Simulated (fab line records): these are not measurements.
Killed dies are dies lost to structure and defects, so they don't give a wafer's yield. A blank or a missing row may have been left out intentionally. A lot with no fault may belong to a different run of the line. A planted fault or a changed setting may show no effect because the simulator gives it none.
A lot that was struck, set against a sound lot -- flow n5Finfet -- 16 steps out of a route of 1938
Sound: wafers L905.1, L905.2, L905.6. Struck: wafer L903.3. (L903.2, L903.6 of the same lot were not struck and are left out.) The cause comes at the end.
For every step that has rows: the tool of each side, followed by ch and its chambers, followed by its first start. Under that, the readings that differ: sound wafers -- struck wafers -- difference of the means -- sigmas: that difference in standard deviations of wafers without a fault.
alike: a reading whose means differ by less than 2 such deviations, as well as words and numbers matching on both sides. not compared: withheld readings; readings where some wafer has no value; bounds like >300 that might hide an equal value; numbers whose values overlap and for which the record gives no deviation.
The two part at a step that has a row with sigmas, a row that says differs or no value, or rows on one side only. Numbers that don't overlap but have no deviation are shown without sigmas and don't part them. Lack of a reading on every wafer of one side parts them only where that side has two or more wafers.

first, 8 steps without rows for these wafers: N5_BEOL_M15_COAT_58 (time 60 s, resist thk 89 nm); N5_BEOL_M15_COAT_04 (resist thk 800 nm); N5_BEOL_M15_EBR_06; N5_BEOL_M15_SOFTBAKE_05 (time 60 s); N5_BEOL_M15_EXPOSE_07 (exposes mask V14); N5_BEOL_M15_PEB_08 (peb time 90 s); N5_BEOL_M15_DEVELOP_09 (develop time 45 s); N5_BEOL_M15_HARDBAKE_14 (time 120 s).
N5_BEOL_M15_CD_MEAS_10: target cd 360 nm.
  sound on cdSem-03 ch 0, day 15 11:44; struck on cdSem-02 ch 0, day 15 03:22
  alike: cdNm
N5_BEOL_M15_OVL_MEAS_11:
  sound on overlay-02 ch 0, day 15 11:46; struck on overlay-01 ch 0, day 15 03:23
  alike: V14_OVL
N5_BEOL_M15_INSPECT_12: inspects for defects (macro).
  struck on defectInspect-02, day 15 03:25; sound on defectInspect-02, day 15 11:47
  alike: rawDefectCount
N5_BEOL_M15_DESCUM_15: chemistry O2, time 7.9 s.
  sound on rieDiel-05 ch 0,1,3, day 15 11:49; struck on rieDiel-04 ch 3, day 15 03:26
reading,sound,struck,difference,sigmas
rfVppV (V),241.0 243.8 241.3,246.5,+4.5,+3
showerheadPlenumPTorr (Torr),2.01 2.12 2.14,2.24,+0.15,+2
  alike: drypumpMotorCurrentA, oesProductAu, throttleValvePct
  not compared: rfHoursCounterH
N5_BEOL_M15_ETCH_59: etches BARC in N2/H2, target depth 89 nm, overetch 26.7 nm, time 67.9 s.
  sound on rieDiel-05 ch 0,1,3, day 15 11:51; struck on rieDiel-04 ch 3, day 15 03:29
reading,sound,struck,difference,sigmas
oesProductAu (a.u.),0.63 0.80 0.72,0.85,+0.13,+3
runLengthS (s),90.5 90.5 90.8,78.6,-12.0,-33
model.coat_of_BEOL_M15_COAT_04.thkNm (nm),712.8 711.4 716.8,725.4,+11.7,
  alike: drypumpMotorCurrentA, rfVppV, showerheadPlenumPTorr, throttleValvePct
  not compared: biasW, rfHoursCounterH
N5_BEOL_M15_VIA_ETCH_16: etches SiO2 in C4F8/O2/Ar, target depth 1792.2 nm.
  sound on rieDiel-05 ch 0,1,3, day 15 11:55; struck on rieDiel-04 ch 3, day 15 03:32
  alike: biasW, drypumpMotorCurrentA, oes_o_777_au, oesProductAu, rfVppV, showerheadPlenumPTorr, throttleValvePct
  not compared: model.coat_of_BEOL_M15_COAT_04.thkNm
N5_BEOL_M15_STRIP_63: strips in O2.
  sound on rieDiel-05 ch 0,1,3; struck on rieDiel-04 ch 3
  alike: drypumpMotorCurrentA, oesProductAu, rfVppV, showerheadPlenumPTorr, throttleValvePct
  not compared: rfHoursCounterH
then, 1 step without rows for these wafers: N5_PASSIVATION_PROBE_49.

## WHERE THEY PART
At N5_BEOL_M15_DESCUM_15 first; at N5_BEOL_M15_ETCH_59 last (within this record only). Later steps at which nothing parts them and some readings are alike: N5_BEOL_M15_VIA_ETCH_16, N5_BEOL_M15_STRIP_63.

WHY: what had been put in by the simulator
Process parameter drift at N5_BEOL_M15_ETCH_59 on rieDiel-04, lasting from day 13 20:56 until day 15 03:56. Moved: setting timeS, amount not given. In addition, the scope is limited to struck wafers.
